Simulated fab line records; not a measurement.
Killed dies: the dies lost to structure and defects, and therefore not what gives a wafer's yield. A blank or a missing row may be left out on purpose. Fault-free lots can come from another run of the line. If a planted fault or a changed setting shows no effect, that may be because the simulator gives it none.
A single fault, viewed from 2 desks / flow nand-harc / what lay behind the numbers comes last; until then each desk has only its own

## TOOL OWNER'S DESK, rie-diel-07
The tool's own readings at NHARC_P_BONDPAD_ETCH_24 (etches the open film in CF4/N2, target depth 30 nm, time 72.99 s): means of the sampled wafers that have a number, for each lot that ran on this tool. The brackets show how far a lot's mean lies from the usual mean; more than 4 standard deviations puts the lot out of limits, marked OUT.
Columns: A = drypump-motor-current-A at NHARC_P_BONDPAD_ETCH_24, usual 5.9 A; B = oes-product-au at NHARC_P_BONDPAD_ETCH_24, usual 1.003 a.u.; C = rf-vpp-V at NHARC_P_BONDPAD_ETCH_24, usual 313.4 V; D = run-length-s at NHARC_P_BONDPAD_ETCH_24, usual 94.5 s; E = showerhead-plenum-p-Torr at NHARC_P_BONDPAD_ETCH_24, usual 2.58 Torr; F = throttle-valve-pct at NHARC_P_BONDPAD_ETCH_24, usual 19.794 %
lot=L583; first seen here=day 6 19:55; A=6.1; B=1.004; C=312.5; D=94.6; E=2.52; F=19.796
lot=L585; first seen here=day 6 22:33; A=6.2; B=1.009; C=313.3; D=94.5; E=2.56; F=19.789
lot=L588; first seen here=day 8 02:40; A=6.1; B=1.004; C=313.3; D=87.9 (-13) OUT; E=2.57; F=19.799
This desk finds L588 out of limits, L588 being first, at day 8 02:40 (run-length-s at NHARC_P_BONDPAD_ETCH_24). Within limits: L583, L585.

## FROM THE METROLOGY DESK
What the gauges read for every lot (on any tool): the sampled wafers with a number, averaged. The brackets show how far a lot's mean lies from the usual mean; more than 4 standard deviations puts the lot out of limits, marked OUT.
Columns: A = cd-nm at NHARC_P_BONDPAD_CD_MEAS_09, usual 499.2 nm; B = overlay-x-nm at NHARC_P_BONDPAD_OVL_MEAS_38, usual -1 nm; C = overlay-y-nm at NHARC_P_BONDPAD_OVL_MEAS_38, usual 2 nm; D = cd-nm at NHARC_P_BONDPAD_CD_MEAS_13, usual 498.7 nm
lot=L583; first seen here=day 6 19:10; A=502.5; B=-2; C=13; D=502.1
lot=L585; first seen here=day 6 21:48; A=497.6; B=1; C=3; D=497.4
lot=L588; first seen here=day 8 01:53; A=498.5; B=-4; C=-12; D=498.1
lot=L601; first seen here=day 10 22:33; A=498.2; B=6; C=5; D=498.0
lot=L602; first seen here=day 11 07:52; A=500.7; B=6; C=-6; D=500.0
Result from this desk: across the 5 lots, nothing is out of limits.

## PUT TOGETHER
At day 8 02:40, on L588, the tool owner's desk was in a position to raise an alarm.
Metrology desk: nothing out of limits seen.
The metrology desk holds a record of L588, inside its limits.
On rie-diel-07, each named lot ran NHARC_P_BONDPAD_ETCH_24.

## WHAT THE SIMULATOR HAD PUT IN
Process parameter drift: rie-diel-07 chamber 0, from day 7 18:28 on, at NHARC_P_BONDPAD_ETCH_24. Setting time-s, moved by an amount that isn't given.
Shown lots that were struck: L588.
Hours from the fault's start to each desk's first reading out of limits: the tool owner's desk, 8.
